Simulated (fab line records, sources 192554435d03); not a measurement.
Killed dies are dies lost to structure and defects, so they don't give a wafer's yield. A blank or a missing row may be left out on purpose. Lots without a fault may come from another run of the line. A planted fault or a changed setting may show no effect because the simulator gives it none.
Chamber matching | flow n5_finfet | N5_MOL_CONTACT_COAG_ETCH_66 on rie_diel-02: 4 sister chambers
The step etches SiARC in CF4, target depth 13 nm, time 21.7 s. 14 wafers are shown with their chamber, then 7 later ones without.

WAFERS WITH THEIR CHAMBER
wafer  | chamber | etch_rf_on_time_s (s) | throttle_valve_pct (%) | showerhead_plenum_p_Torr (Torr)
L080.2 | 3       | 21.2                  | 15.89                  | 2.14
L080.5 | 0       | 21.5                  | 15.64                  | 2.03
L080.6 | 3       | 21.1                  | 15.89                  | 2.14
L081.1 | 1       | 21.5                  | 15.99                  | 2.03
L081.2 | 3       | 21.3                  | 15.89                  | 2.14
L081.3 | 2       | 21.9                  | 15.53                  | 2.10
L081.4 | 0       | 21.4                  | 15.62                  | 2.03
L081.5 | 0       | 21.5                  | 15.63                  | 2.03
L081.6 | 3       | 21.1                  | 15.88                  | 2.14
L086.4 | 2       | 21.9                  | 15.56                  | 2.09
L086.5 | 1       | 21.7                  | 15.44                  | 2.28
L086.6 | 2       | 22.1                  | 15.56                  | 2.09
L087.2 | 2       | 22.1                  | 15.58                  | 2.09
L087.3 | 3       | 21.5                  | 15.92                  | 2.14

SIGNATURES (means of the wafers above)
reading                  | chamber 0 | chamber 1 | chamber 2 | chamber 3 | scatter within a chamber
etch_rf_on_time_s        | 21.467    | 21.600    | 22.000    | 21.240    | 0.134
throttle_valve_pct       | 15.6300   | 15.7150   | 15.5575   | 15.8940   | 0.124
showerhead_plenum_p_Torr | 2.0300    | 2.1550    | 2.0925    | 2.1400    | 0.056
Rule: a wafer's distance from a chamber is the root of the sum, over the readings, of the square of ((its reading less the chamber's mean) divided by the reading's scatter). The wafer belongs to the nearest chamber; if the next one is less than 2 further off, it can't be placed. The scatter: the root of (the sum of the squares of (reading less its chamber's mean) over the shown wafers, divided by (wafers less chambers)).

WAFERS WITHOUT THEIR CHAMBER
wafer  | etch_rf_on_time_s (s) | throttle_valve_pct (%) | showerhead_plenum_p_Torr (Torr)
L087.5 | 21.8                  | 15.66                  | 2.02
L088.2 | 21.5                  | 15.94                  | 2.14
L088.4 | 21.8                  | 15.68                  | 2.02
L088.6 | 21.7                  | 15.67                  | 2.02
L094.1 | 21.9                  | 15.59                  | 2.09
L094.2 | 21.8                  | 15.94                  | 2.13
L094.4 | 22.1                  | 15.48                  | 2.27

WHICH CHAMBER EACH WENT THROUGH
wafer  | from the rows above               | in truth
L087.5 | can't be placed: 2 or 0 or 1      | 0
L088.2 | can't be placed: 3 or 1 or 0      | 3
L088.4 | can't be placed: 2 or 0 or 1      | 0
L088.6 | can't be placed: 0 or 1 or 2      | 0
L094.1 | can't be placed: 2 or 1           | 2
L094.2 | can't be placed: 1 or 2 or 0 or 3 | 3
L094.4 | can't be placed: 2 or 1           | 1
Placed correctly: 0 of 7. Can't be placed from these rows: 7 (the true chamber is among the candidates in 7). Placed wrongly: 0.
